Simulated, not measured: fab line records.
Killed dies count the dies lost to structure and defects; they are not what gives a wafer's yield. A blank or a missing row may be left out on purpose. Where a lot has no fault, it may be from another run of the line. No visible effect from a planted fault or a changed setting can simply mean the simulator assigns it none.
Lot-split experiment + flow n5-finfet + route with 1938 steps; 7 lots, 39 wafers read

## THE SPLIT
At N5_BEOL_M14_SPUTTER_43 (material TaN, target thk 15 nm, time 24.19 s), the setting target-thk-a was moved away from the recipe's 150 angstrom on 15 of the 39 wafers read, by -57.5% to +33.4%. The other wafers ran this setting at the recipe's value.

## FROM THE SPLIT TO THE READING: what the file shows between them, 4 steps
- N5_BEOL_M14_SPUTTER_44: material Ta, target thk 15 nm, time 24.19 s
- N5_BEOL_M14_SPUTTER_45: material Cu, target thk 100 nm, time 16.67 s
- N5_BEOL_M14_ECD_47: material Cu, target thk 1248 nm
- N5_BEOL_M14_ANNEAL_48: time 90 s

## THE READING
barrier-field-endpoint-s, in s, at N5_BEOL_M14_CMP_49 (polishes, stops on SiO2, t overpolish 5.2 s, target thk 560 nm). A value of 11.39 s with a standard deviation of 0.23 s is what fault-free wafers of this fab line usually give.

| wafer  | tool, chamber at the split | target-thk-a as run, angstrom | against the recipe | barrier-field-endpoint-s, s | against lot-mates on the recipe |
|--------|----------------------------|-------------------------------|--------------------|-----------------------------|---------------------------------|
| L077.3 | pvd-sputter-02, -          | 68.69                         | -54.2%             | 8.25                        | -3.19                           |
| L077.2 | pvd-sputter-02, -          | 150                           | recipe             | 11.46                       | -                               |
| L077.4 | pvd-sputter-02, -          | 68.69                         | -54.2%             | 8.14                        | -3.30                           |
| L077.1 | pvd-sputter-02, -          | 150                           | recipe             | 11.57                       | -                               |
| L077.6 | pvd-sputter-02, -          | 150                           | recipe             | 11.29                       | -                               |
| L077.5 | pvd-sputter-02, -          | 68.69                         | -54.2%             | 8.21                        | -3.23                           |
| L078.2 | pvd-sputter-01, -          | 150                           | recipe             | 11.52                       | -                               |
| L078.3 | pvd-sputter-01, -          | 150                           | recipe             | 11.28                       | -                               |
| L078.1 | pvd-sputter-01, -          | 150                           | recipe             | 11.06                       | -                               |
| L078.4 | pvd-sputter-01, -          | 150                           | recipe             | 11.14                       | -                               |
| L078.5 | pvd-sputter-01, -          | 150                           | recipe             | 11.39                       | -                               |
| L078.6 | pvd-sputter-01, -          | 150                           | recipe             | 11.12                       | -                               |
| L079.2 | pvd-sputter-01, -          | 150                           | recipe             | 11.26                       | -                               |
| L079.4 | pvd-sputter-01, -          | 120.5                         | -19.7%             | 10.35                       | -0.85                           |
| L079.3 | pvd-sputter-01, -          | 120.5                         | -19.7%             | 10.17                       | -1.03                           |
| L079.1 | pvd-sputter-01, -          | 150                           | recipe             | 11.04                       | -                               |
| L079.5 | pvd-sputter-01, -          | 120.5                         | -19.7%             | 9.80                        | -1.40                           |
| L079.6 | pvd-sputter-01, -          | 150                           | recipe             | 11.30                       | -                               |
| L084.1 | pvd-sputter-02, -          | 150                           | recipe             | 11.74                       | -                               |
| L084.3 | pvd-sputter-02, -          | 150                           | recipe             | 11.29                       | -                               |
| L084.4 | pvd-sputter-02, -          | 200.1                         | +33.4%             | 13.57                       | +1.93                           |
| L084.2 | pvd-sputter-02, -          | 200.1                         | +33.4%             | 13.46                       | +1.82                           |
| L084.5 | pvd-sputter-02, -          | 200.1                         | +33.4%             | 13.74                       | +2.10                           |
| L084.6 | pvd-sputter-02, -          | 150                           | recipe             | 11.90                       | -                               |
| L089.3 | pvd-sputter-01, -          | 63.69                         | -57.5%             | 7.87                        | -3.53                           |
| L089.1 | pvd-sputter-01, -          | 63.69                         | -57.5%             | 7.96                        | -3.44                           |
| L089.4 | pvd-sputter-01, -          | 150                           | recipe             | 11.53                       | -                               |
| L089.2 | pvd-sputter-01, -          | 150                           | recipe             | 11.29                       | -                               |
| L089.5 | pvd-sputter-01, -          | 63.69                         | -57.5%             | 7.80                        | -3.60                           |
| L089.6 | pvd-sputter-01, -          | 150                           | recipe             | 11.37                       | -                               |
| L090.3 | pvd-sputter-01, -          | 150                           | recipe             | 11.46                       | -                               |
| L090.2 | pvd-sputter-01, -          | 150                           | recipe             | 11.27                       | -                               |
| L090.6 | pvd-sputter-01, -          | 150                           | recipe             | 11.60                       | -                               |
| L095.1 | pvd-sputter-03, -          | 150                           | recipe             | 11.39                       | -                               |
| L095.2 | pvd-sputter-03, -          | 150                           | recipe             | 11.39                       | -                               |
| L095.4 | pvd-sputter-03, -          | 95.96                         | -36.0%             | 8.99                        | -2.41                           |
| L095.3 | pvd-sputter-03, -          | 95.96                         | -36.0%             | 9.49                        | -1.91                           |
| L095.5 | pvd-sputter-03, -          | 150                           | recipe             | 11.42                       | -                               |
| L095.6 | pvd-sputter-03, -          | 95.96                         | -36.0%             | 9.63                        | -1.77                           |

THE FIT
A straight line over all 39 wafers: barrier-field-endpoint-s changes by +0.0607 s for each +1% of target-thk-a; r = +0.99; the points scatter about the line by 0.21 s.
The same after taking each lot's own level away (the mean of its wafers on the recipe; 39 wafers): +0.0595 s for each +1%; r = +0.99; scatter 0.17 s.
On that fit, the largest move of target-thk-a shifts the reading by 3.4 s.
The lots' own levels span 11.200 to 11.643 s, that is 1.9 times the standard deviation above.
The two slopes agree, so the slope changes little with the lot-to-lot level.
Check: -3.4 s against its lot-mates is what the line predicts for one of the wafers moved furthest among these (-57.5%) when that wafer is left out of the fit. It came out at -3.53 s against them.

## THESE WAFERS: OTHER SPLITS
Note: prior to the reading, these wafers also went through further splits. Each is held against what the fit with the lots' levels taken away leaves over:
| other split on the same wafers    | wafers away from the commonest value | r with barrier-field-endpoint-s (lot level and that fit taken away) |
|-----------------------------------|--------------------------------------|---------------------------------------------------------------------|
| N5_BEOL_M6_ILD_DEP_00 time-s      | 15                                   | +0.07                                                               |
| N5_BEOL_M6_ETCH_62 time-s         | 12                                   | +0.34                                                               |
| N5_BEOL_M9_HM_DEP_02 target-thk-a | 12                                   | -0.09                                                               |

## THE WHOLE CHAIN: every reading that the file lists as answering this split, in the file's order
| step                   | what it does                                                   | reading                                                                            | change (the file's fit)               | r (the file's) |
|------------------------|----------------------------------------------------------------|------------------------------------------------------------------------------------|---------------------------------------|----------------|
| N5_BEOL_M14_SPUTTER_43 | material TaN, target thk 15 nm, time 24.19 s                   | TaN_of_BEOL_M14_SPUTTER_43.thk-nm (the simulator's own value, which no gauge read) | +0.151 nm for each +1% of the setting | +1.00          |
| N5_BEOL_M14_CMP_49     | polishes, stops on SiO2, t overpolish 5.2 s, target thk 560 nm | barrier-field-endpoint-s                                                           | +0.0595 s for each +1% of the setting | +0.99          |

## FILE'S OWN FIT
barrier-field-endpoint-s changes by +0.0595 s for each +1% of target-thk-a, r = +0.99.
